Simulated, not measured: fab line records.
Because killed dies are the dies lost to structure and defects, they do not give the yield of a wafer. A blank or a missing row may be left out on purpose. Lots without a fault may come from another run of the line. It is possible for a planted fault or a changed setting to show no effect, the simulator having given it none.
What tool caused it? || flow n5-finfet || Sampling: 10 lots, 30 wafers, 3 of 1938 route steps

WHAT THE GAUGES READ, wafer by wafer
N5_PASSIVATION_CD_MEAS_30: the cd target is 4000 nm. Usual: cd-nm reads 4001.0 nm (standard deviation 1.8).
{"lot": "L851", "measured": "day 11 03:05", "on": "cd-sem-01", "cd-nm (nm)": "3998.1 3998.0 3997.4", "flag": ""}
{"lot": "L852", "measured": "day 11 13:32", "on": "cd-sem-03", "cd-nm (nm)": "4003.9 4003.9 4003.1", "flag": ""}
{"lot": "L853", "measured": "day 11 10:16", "on": "cd-sem-03", "cd-nm (nm)": "4003.0 4002.3 4000.2", "flag": ""}
{"lot": "L855", "measured": "day 11 20:57", "on": "cd-sem-01", "cd-nm (nm)": "4000.5 3999.1 4002.0", "flag": ""}
{"lot": "L859", "measured": "day 12 09:44", "on": "cd-sem-03", "cd-nm (nm)": "4000.7 4001.5 4002.8", "flag": ""}
{"lot": "L860", "measured": "day 13 02:17", "on": "cd-sem-03", "cd-nm (nm)": "3999.9 4002.8 4003.6", "flag": ""}
{"lot": "L862", "measured": "day 17 13:32", "on": "cd-sem-03", "cd-nm (nm)": "4000.1 4001.1 3997.5", "flag": ""}
{"lot": "L863", "measured": "day 19 05:02", "on": "cd-sem-01", "cd-nm (nm)": "3998.7 4004.0 3998.6", "flag": ""}
{"lot": "L871", "measured": "day 17 06:34", "on": "cd-sem-01", "cd-nm (nm)": "4000.5 4001.3 4002.3", "flag": ""}
{"lot": "L874", "measured": "day 19 09:36", "on": "cd-sem-01", "cd-nm (nm)": "4002.6 4003.6 4002.8", "flag": ""}

EACH LOT AND THE TOOL THAT RAN IT (in order: tool; ch and the chambers of the sampled wafers; start)
{"lot": "L851", "N5_GATE_CUT_ETCH_47": "rie-metal-03 ch 1, day 4 16:45", "N5_PASSIVATION_ETCH_15": "rie-diel-05 ch 0,1, day 11 03:05 or earlier"}
{"lot": "L852", "N5_GATE_CUT_ETCH_47": "rie-metal-01 ch 0,1, day 4 22:46", "N5_PASSIVATION_ETCH_15": "rie-diel-05 ch 2,3, day 11 13:32 or earlier"}
{"lot": "L853", "N5_GATE_CUT_ETCH_47": "rie-metal-02 ch 0,1, day 4 23:45", "N5_PASSIVATION_ETCH_15": "rie-diel-06 ch 0,1, day 11 10:16 or earlier"}
{"lot": "L855", "N5_GATE_CUT_ETCH_47": "rie-metal-03 ch 1, day 5 13:29", "N5_PASSIVATION_ETCH_15": "rie-diel-05 ch 0,1,2, day 11 20:57 or earlier"}
{"lot": "L859", "N5_GATE_CUT_ETCH_47": "rie-metal-02 ch 0,1, day 6 11:28", "N5_PASSIVATION_ETCH_15": "rie-diel-06 ch 0,1,2, day 12 09:44 or earlier"}
{"lot": "L860", "N5_GATE_CUT_ETCH_47": "rie-metal-03 ch 0,1, day 6 17:05", "N5_PASSIVATION_ETCH_15": "rie-diel-01 ch 0,2,3, day 13 02:17 or earlier"}
{"lot": "L862", "N5_GATE_CUT_ETCH_47": "rie-metal-02 ch 0,1, day 7 10:55", "N5_PASSIVATION_ETCH_15": "rie-diel-06 ch 0,1,2, day 17 13:32 or earlier"}
{"lot": "L863", "N5_GATE_CUT_ETCH_47": "rie-metal-03 ch 0,1, day 7 22:52", "N5_PASSIVATION_ETCH_15": "rie-diel-06 ch 0,2, day 19 05:02 or earlier"}
{"lot": "L871", "N5_GATE_CUT_ETCH_47": "rie-metal-02 ch 0,1, day 9 17:39", "N5_PASSIVATION_ETCH_15": "rie-diel-06 ch 1,2, day 17 06:34 or earlier"}
{"lot": "L874", "N5_GATE_CUT_ETCH_47": "rie-metal-02 ch 0,1, day 10 17:35", "N5_PASSIVATION_ETCH_15": "rie-diel-06 ch 0,2, day 19 09:36 or earlier"}
- N5_GATE_CUT_ETCH_47: etches SiO2 in Cl2/BCl3, target depth 10 nm.
- N5_PASSIVATION_ETCH_15: etches SiCN in CF4/N2, target depth 75 nm, time 81.2 s.

WHAT THE TOOLS THEMSELVES READ (means of the sampled wafers that have a number; where no wafer has one, the mark that the record gives instead)
N5_GATE_CUT_ETCH_47. Usual: bcl3-flow-sccm 21.76 sccm, standard deviation 0.067; drypump-motor-current-A 5.8 A, standard deviation 0.31; mfc-cl2-sccm 53.25 sccm, standard deviation 0.14; oes-product-au 0.77 a.u., standard deviation 0.12; throttle-valve-pct 22.80 %, standard deviation 0.27.
{"lot": "L851", "tool": "rie-metal-03", "bcl3-flow-sccm (sccm)": 21.84, "drypump-motor-current-A (A)": 6.1, "mfc-cl2-sccm (sccm)": 53.41, "oes-product-au (a.u.)": 0.61, "throttle-valve-pct (%)": 22.94, "flag": ""}
{"lot": "L852", "tool": "rie-metal-01", "bcl3-flow-sccm (sccm)": 21.74, "drypump-motor-current-A (A)": 5.6, "mfc-cl2-sccm (sccm)": 53.28, "oes-product-au (a.u.)": 0.69, "throttle-valve-pct (%)": 23.05, "flag": ""}
{"lot": "L853", "tool": "rie-metal-02", "bcl3-flow-sccm (sccm)": 21.80, "drypump-motor-current-A (A)": 5.8, "mfc-cl2-sccm (sccm)": 53.12, "oes-product-au (a.u.)": 0.85, "throttle-valve-pct (%)": 22.42, "flag": ""}
{"lot": "L855", "tool": "rie-metal-03", "bcl3-flow-sccm (sccm)": 21.74, "drypump-motor-current-A (A)": 6.2, "mfc-cl2-sccm (sccm)": 53.36, "oes-product-au (a.u.)": 0.60, "throttle-valve-pct (%)": 22.95, "flag": ""}
{"lot": "L859", "tool": "rie-metal-02", "bcl3-flow-sccm (sccm)": 21.75, "drypump-motor-current-A (A)": 5.7, "mfc-cl2-sccm (sccm)": 53.35, "oes-product-au (a.u.)": 0.88, "throttle-valve-pct (%)": 22.56, "flag": ""}
{"lot": "L860", "tool": "rie-metal-03", "bcl3-flow-sccm (sccm)": 21.78, "drypump-motor-current-A (A)": 6.1, "mfc-cl2-sccm (sccm)": 53.14, "oes-product-au (a.u.)": 0.80, "throttle-valve-pct (%)": 22.83, "flag": ""}
{"lot": "L862", "tool": "rie-metal-02", "bcl3-flow-sccm (sccm)": 21.81, "drypump-motor-current-A (A)": 5.7, "mfc-cl2-sccm (sccm)": 53.19, "oes-product-au (a.u.)": 0.87, "throttle-valve-pct (%)": 22.56, "flag": ""}
{"lot": "L863", "tool": "rie-metal-03", "bcl3-flow-sccm (sccm)": 21.86, "drypump-motor-current-A (A)": 6.1, "mfc-cl2-sccm (sccm)": 53.25, "oes-product-au (a.u.)": 0.78, "throttle-valve-pct (%)": 22.85, "flag": ""}
{"lot": "L871", "tool": "rie-metal-02", "bcl3-flow-sccm (sccm)": 21.76, "drypump-motor-current-A (A)": 5.8, "mfc-cl2-sccm (sccm)": 53.22, "oes-product-au (a.u.)": 0.81, "throttle-valve-pct (%)": 22.45, "flag": ""}
{"lot": "L874", "tool": "rie-metal-02", "bcl3-flow-sccm (sccm)": 21.80, "drypump-motor-current-A (A)": 5.8, "mfc-cl2-sccm (sccm)": 53.33, "oes-product-au (a.u.)": 0.80, "throttle-valve-pct (%)": 22.47, "flag": ""}

N5_PASSIVATION_ETCH_15. Usual: drypump-motor-current-A 5.7 A, standard deviation 0.65; oes-product-au 0.77 a.u., standard deviation 0.081; rf-vpp-V 382.3 V, standard deviation 1.7; showerhead-plenum-p-Torr 2.21 Torr, standard deviation 0.066; throttle-valve-pct 15.48 %, standard deviation 0.25.
{"lot": "L851", "tool": "rie-diel-05", "drypump-motor-current-A (A)": 6.7, "oes-product-au (a.u.)": 0.70, "rf-vpp-V (V)": 379.6, "showerhead-plenum-p-Torr (Torr)": 2.11, "throttle-valve-pct (%)": 15.73, "flag": ""}
{"lot": "L852", "tool": "rie-diel-05", "drypump-motor-current-A (A)": 5.1, "oes-product-au (a.u.)": 0.81, "rf-vpp-V (V)": 384.1, "showerhead-plenum-p-Torr (Torr)": 2.31, "throttle-valve-pct (%)": 15.46, "flag": ""}
{"lot": "L853", "tool": "rie-diel-06", "drypump-motor-current-A (A)": 5.7, "oes-product-au (a.u.)": 0.74, "rf-vpp-V (V)": 383.3, "showerhead-plenum-p-Torr (Torr)": 2.22, "throttle-valve-pct (%)": 15.45, "flag": ""}
{"lot": "L855", "tool": "rie-diel-05", "drypump-motor-current-A (A)": 6.2, "oes-product-au (a.u.)": 0.69, "rf-vpp-V (V)": 381.6, "showerhead-plenum-p-Torr (Torr)": 2.16, "throttle-valve-pct (%)": 15.73, "flag": ""}
{"lot": "L859", "tool": "rie-diel-06", "drypump-motor-current-A (A)": 6.1, "oes-product-au (a.u.)": 0.78, "rf-vpp-V (V)": 383.2, "showerhead-plenum-p-Torr (Torr)": 2.22, "throttle-valve-pct (%)": 15.31, "flag": ""}
{"lot": "L860", "tool": "rie-diel-01", "drypump-motor-current-A (A)": 5.1, "oes-product-au (a.u.)": 0.83, "rf-vpp-V (V)": 382.3, "showerhead-plenum-p-Torr (Torr)": 2.21, "throttle-valve-pct (%)": 15.60, "flag": ""}
{"lot": "L862", "tool": "rie-diel-06", "drypump-motor-current-A (A)": 6.1, "oes-product-au (a.u.)": 0.75, "rf-vpp-V (V)": 382.7, "showerhead-plenum-p-Torr (Torr)": 2.21, "throttle-valve-pct (%)": 15.37, "flag": ""}
{"lot": "L863", "tool": "rie-diel-06", "drypump-motor-current-A (A)": 6.5, "oes-product-au (a.u.)": 0.79, "rf-vpp-V (V)": 382.2, "showerhead-plenum-p-Torr (Torr)": 2.20, "throttle-valve-pct (%)": 15.25, "flag": ""}
{"lot": "L871", "tool": "rie-diel-06", "drypump-motor-current-A (A)": 6.1, "oes-product-au (a.u.)": 0.77, "rf-vpp-V (V)": 380.8, "showerhead-plenum-p-Torr (Torr)": 2.16, "throttle-valve-pct (%)": 15.34, "flag": ""}
{"lot": "L874", "tool": "rie-diel-06", "drypump-motor-current-A (A)": 6.4, "oes-product-au (a.u.)": 0.77, "rf-vpp-V (V)": 382.5, "showerhead-plenum-p-Torr (Torr)": 2.24, "throttle-valve-pct (%)": 15.28, "flag": ""}

THE ANSWER, worked out from the rows above alone
Rule: lot off if the mean of its wafers having a number is beyond 3 standard deviations from the usual mean. Also off: a lot with no number at a reading for which 4 or more lots have one. Where the step has rows for the other lots, those lots are counted as sound. First the gauges in route order, then the tools' own readings, where a lot's mean is used as printed above. The first step at which some lot is off is used, and at that step the reading that is off furthest; a lot without a number counts as furthest.
Across all readings shown, no lot is off: no conclusion can be drawn from this.

WHAT HAD BEEN PUT IN BY THE SIMULATOR
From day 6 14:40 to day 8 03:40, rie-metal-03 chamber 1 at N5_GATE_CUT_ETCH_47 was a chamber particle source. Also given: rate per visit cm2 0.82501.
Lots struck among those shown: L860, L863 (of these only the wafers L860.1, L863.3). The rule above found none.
